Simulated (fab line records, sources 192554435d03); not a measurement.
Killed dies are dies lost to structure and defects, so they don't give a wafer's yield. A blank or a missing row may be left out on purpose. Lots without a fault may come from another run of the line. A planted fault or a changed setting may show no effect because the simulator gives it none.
Split-lot experiment | flow n5_finfet | 7 lots, 21 wafers read, on a route of 1938 steps

THE SPLIT
At N5_BEOL_M4_EXPOSE_08 (exposes mask M4), the setting dose_mj was moved away from the recipe's 41.25 on 8 of the 21 wafers read, by -4.8% to +7.3%. The other wafers ran this setting at the recipe's value.

FROM THE SPLIT TO THE READING: what the file shows between them, 23 steps
- N5_BEOL_M4_PEB_09: peb time 60 s
- N5_BEOL_M4_DEVELOP_10: develop time 30 s
- N5_BEOL_M4_CD_MEAS_11: target cd 16.79 nm
- N5_BEOL_M4_DESCUM_16: chemistry O2, time 7 s
- N5_BEOL_M4_ETCH_74: etches underlayer in N2/H2, target depth 6.5 nm, time 5.2 s
- N5_BEOL_M4_ETCH_63: etches SiARC in CF4, target depth 15.6 nm, time 26 s
- N5_BEOL_M4_ETCH_64: etches SOC in N2/H2, target depth 75 nm, overetch 22.5 nm, time 121.9 s
- N5_BEOL_M4_STRIP_65: strips in N2/H2
- N5_BEOL_M4_STRIP_75: strips in N2/H2
- N5_BEOL_M4_HM_OPEN_17: chemistry Cl2/BCl3, target TiN, target depth 20 nm, overetch 6 nm
- N5_BEOL_M4_STRIP_19: strips in O2
- N5_BEOL_M4_CD_MEAS_18: pitch 36 nm, target cd 18 nm
- N5_BEOL_M4_COAT_22: resist thk 30 nm (also split here: spin_rpm)
- N5_BEOL_M4_EXPOSE_25: exposes mask V3, defocus 5 nm (also split here: dose_mj)
- N5_BEOL_M4_PEB_26: peb time 60 s
- N5_BEOL_M4_DEVELOP_27: develop time 30 s
- N5_BEOL_M4_DESCUM_33: chemistry O2, time 7 s
- N5_BEOL_M4_ETCH_77: etches underlayer in N2/H2, target depth 6.5 nm, time 5.2 s
- N5_BEOL_M4_ETCH_69: etches SiARC in CF4, target depth 15.6 nm, time 26 s
- N5_BEOL_M4_ALD_98: deposits SiO2, target thk 2.5 nm, pulse time 1 s, co reactant pulse time 1 s
- N5_BEOL_M4_ETCHBACK_99: etches SiO2 in CHF3, target depth 5 nm, time 10.4 s
- N5_BEOL_M4_PRECLEAN_42: cleans in residue remover, time 60 s
- N5_BEOL_M4_SRD_43: time 30 s

THE READING
cd_nm, in nm, at N5_BEOL_M4_CD_MEAS_35 (target cd 18 nm, target cd y 22.4 nm). Fault-free wafers of this fab line usually give 18.03 nm, standard deviation 0.27 nm.

wafer  | tool, chamber at the split | dose_mj as run | against the recipe | cd_nm, nm | against lot-mates on the recipe
L074.4 | euv_scanner-02, 0          | 41.25          | recipe             | 18.07     | -
L074.5 | euv_scanner-02, 0          | 39.94          | -3.2%              | 17.50     | -0.57
L074.6 | euv_scanner-02, 0          | 39.94          | -3.2%              | 17.37     | -0.70
L075.3 | euv_scanner-02, 0          | 41.25          | recipe             | 18.10     | -
L075.5 | euv_scanner-02, 0          | 39.28          | -4.8%              | 17.42     | -0.68
L075.6 | euv_scanner-02, 0          | 39.28          | -4.8%              | 17.35     | -0.75
L082.2 | euv_scanner-01, 0          | 41.25          | recipe             | 17.99     | -
L082.3 | euv_scanner-01, 0          | 44.26          | +7.3%              | 19.81     | +1.82
L082.5 | euv_scanner-01, 0          | 44.26          | +7.3%              | 19.45     | +1.46
L083.1 | euv_scanner-02, 0          | 41.25          | recipe             | 18.22     | -
L083.2 | euv_scanner-02, 0          | 39.54          | -4.1%              | 17.18     | -1.09
L083.5 | euv_scanner-02, 0          | 41.25          | recipe             | 18.32     | -
L084.1 | euv_scanner-01, 0          | 43.38          | +5.2%              | 18.68     | +0.46
L084.3 | euv_scanner-01, 0          | 41.25          | recipe             | 18.41     | -
L084.4 | euv_scanner-01, 0          | 41.25          | recipe             | 18.03     | -
L085.3 | euv_scanner-02, 0          | 41.25          | recipe             | 17.85     | -
L085.4 | euv_scanner-02, 0          | 41.25          | recipe             | 18.22     | -
L085.6 | euv_scanner-02, 0          | 41.25          | recipe             | 18.06     | -
L092.2 | euv_scanner-02, 0          | 41.25          | recipe             | 18.04     | -
L092.3 | euv_scanner-02, 0          | 41.25          | recipe             | 17.74     | -
L092.5 | euv_scanner-02, 0          | 41.25          | recipe             | 17.98     | -

THE FIT
A straight line over all 21 wafers: cd_nm changes by +0.186 nm for each +1% of dose_mj; r = +0.95; the points scatter about the line by 0.2 nm.
The same after taking each lot's own level away (the mean of its wafers on the recipe; 21 wafers): +0.193 nm for each +1%; r = +0.95; scatter 0.21 nm.
On that fit, the largest move of dose_mj shifts the reading by 1.4 nm.
The lots' own levels span 17.920 to 18.270 nm, that is 1.3 times the standard deviation above.
So the lot-to-lot level changes the slope little: the two slopes agree.
Check: with one of the wafers moved furthest among these (+7.3%) left out of the fit, the line predicts +1.24 nm for it against its lot-mates. It came out at +1.82 nm against them.

OTHER SPLITS ON THESE WAFERS
These wafers also went through other splits before the reading. Each is held against what the fit with the lots' levels taken away leaves over:
other split on the same wafers | wafers away from the commonest value | r with cd_nm (lot level and that fit taken away)
N5_BEOL_M4_COAT_62 spin_rpm    | 7                                    | +0.26
N5_BEOL_M4_COAT_22 spin_rpm    | 6                                    | +0.07
N5_BEOL_M4_EXPOSE_25 dose_mj   | 12                                   | +0.09

THE WHOLE CHAIN: every reading that the file lists as answering this split, in the file's order
step                  | what it does                                                            | reading                                                               | change (the file's fit)               | r (the file's)
N5_BEOL_M4_CD_MEAS_11 | target cd 16.79 nm                                                      | cd_nm                                                                 | +0.199 nm for each +1% of the setting | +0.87
N5_BEOL_M4_ETCH_74    | etches underlayer in N2/H2, target depth 6.5 nm, time 5.2 s             | BEOL_M4.cd_offset_nm (the simulator's own value, which no gauge read) | +0.2 nm for each +1% of the setting   | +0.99
N5_BEOL_M4_ETCH_64    | etches SOC in N2/H2, target depth 75 nm, overetch 22.5 nm, time 121.9 s | BEOL_M4.cd_offset_nm (the simulator's own value, which no gauge read) | +0.188 nm for each +1% of the setting | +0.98
N5_BEOL_M4_CD_MEAS_18 | pitch 36 nm, target cd 18 nm                                            | cd_nm                                                                 | +0.151 nm for each +1% of the setting | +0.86
N5_BEOL_M4_CD_MEAS_35 | target cd 18 nm, target cd y 22.4 nm                                    | cd_nm                                                                 | +0.187 nm for each +1% of the setting | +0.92

THE FILE'S OWN FIT
cd_nm changes by +0.187 nm for each +1% of dose_mj, r = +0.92.
